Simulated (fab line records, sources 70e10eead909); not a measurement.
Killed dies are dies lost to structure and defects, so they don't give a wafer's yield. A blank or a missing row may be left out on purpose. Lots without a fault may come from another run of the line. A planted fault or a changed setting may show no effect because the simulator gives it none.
Chamber matching | flow nand_harc | NHARC_P_BONDPAD_STRIP_15 on rie_diel-11: 4 sister chambers
The step strips in O2. 4 wafers are shown with their chamber, then 9 later ones without.

WAFERS WITH THEIR CHAMBER
wafer  | chamber | drypump_motor_current_A (A)
L961.2 | 2       | 5.3
L961.3 | 0       | 5.8
L964.1 | 3       | 5.0
L964.5 | 1       | 6.4

WAFERS WITHOUT THEIR CHAMBER
wafer  | drypump_motor_current_A (A)
L972.4 | 5.1
L972.5 | 6.4
L972.6 | 5.3
L975.1 | 6.4
L975.3 | 5.8
L975.6 | 5.3
L977.1 | 5.0
L977.2 | 6.4
L977.3 | 5.3

WHICH CHAMBER EACH WENT THROUGH
wafer  | from the rows above | in truth
L972.4 | 3                   | 3
L972.5 | 1                   | 1
L972.6 | 2                   | 2
L975.1 | 1                   | 1
L975.3 | 0                   | 0
L975.6 | 2                   | 2
L977.1 | 3                   | 3
L977.2 | 1                   | 1
L977.3 | 2                   | 2
Placed correctly: 9 of 9. Can't be placed from these rows: 0. Placed wrongly: 0.
How it was worked out, from the rows above alone: a wafer's distance from a chamber is the root of the sum, over the readings, of the square of ((its reading less the chamber's mean) divided by the reading's scatter). The wafer belongs to the nearest chamber; if the next one is less than 2 further off, it can't be placed. A chamber's mean is the mean of its shown wafers. The scatter: with one shown wafer a chamber, the root of the mean of the squares of how far each hidden wafer lies from its nearest shown one.
